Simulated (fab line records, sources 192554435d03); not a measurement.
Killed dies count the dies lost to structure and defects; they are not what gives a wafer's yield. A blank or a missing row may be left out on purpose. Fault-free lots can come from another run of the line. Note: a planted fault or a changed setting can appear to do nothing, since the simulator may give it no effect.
Matching of chambers -- flow n5-finfet -- 4 sister chambers for N5_BEOL_M9_STRIP_67 on rie-diel-06
The step strips in CF4. 14 wafers are shown with their chamber, then 7 later ones without.

EACH WAFER AND ITS CHAMBER
wafer,chamber,showerhead-plenum-p-Torr (Torr),drypump-motor-current-A (A),throttle-valve-pct (%)
L078.2,2,1.88,6.0,13.39
L078.3,0,1.71,5.6,13.75
L078.5,3,1.84,5.6,13.54
L082.1,1,1.74,6.2,13.29
L082.2,3,1.84,5.6,13.56
L082.4,2,1.88,6.0,13.41
L085.4,1,1.74,6.2,13.30
L085.5,3,1.84,5.6,13.57
L085.6,2,1.88,6.0,13.42
L089.1,0,1.70,5.6,13.79
L089.3,2,1.88,6.0,13.43
L089.5,2,1.88,6.0,13.43
L093.1,2,1.87,6.0,13.44
L093.3,0,1.70,5.7,13.81

SIGNATURES (means of the wafers above)
reading,chamber 0,chamber 1,chamber 2,chamber 3,scatter within a chamber
showerhead-plenum-p-Torr,1.7033,1.7400,1.8783,1.8400,0.00387
drypump-motor-current-A,5.633,6.200,6.000,5.600,0.0258
throttle-valve-pct,13.7833,13.2950,13.4200,13.5567,0.02
Rule: a wafer's distance from a chamber is the root of the sum, over the readings, of the square of ((its reading less the chamber's mean) divided by the reading's scatter). The wafer belongs to the nearest chamber; if the next one is less than 2 further off, it can't be placed. The scatter: take each reading less its chamber's mean, square it, sum over the shown wafers, divide by the number of wafers less the number of chambers, and take the root.

WAFERS MISSING THEIR CHAMBER
wafer,showerhead-plenum-p-Torr (Torr),drypump-motor-current-A (A),throttle-valve-pct (%)
L093.4,1.74,6.2,13.32
L094.1,1.83,5.6,13.62
L094.5,1.83,5.6,13.61
L094.6,1.70,5.6,13.80
L097.2,1.87,6.0,13.48
L097.3,1.74,6.2,13.34
L097.6,1.87,6.0,13.47

WHICH CHAMBER EACH WENT THROUGH
wafer,from the rows above,in truth
L093.4,1,1
L094.1,3,3
L094.5,3,3
L094.6,0,0
L097.2,2,2
L097.3,1,1
L097.6,2,2
Correctly placed: 7 of 7. Can't be placed from these rows: 0. Number placed wrongly: 0.
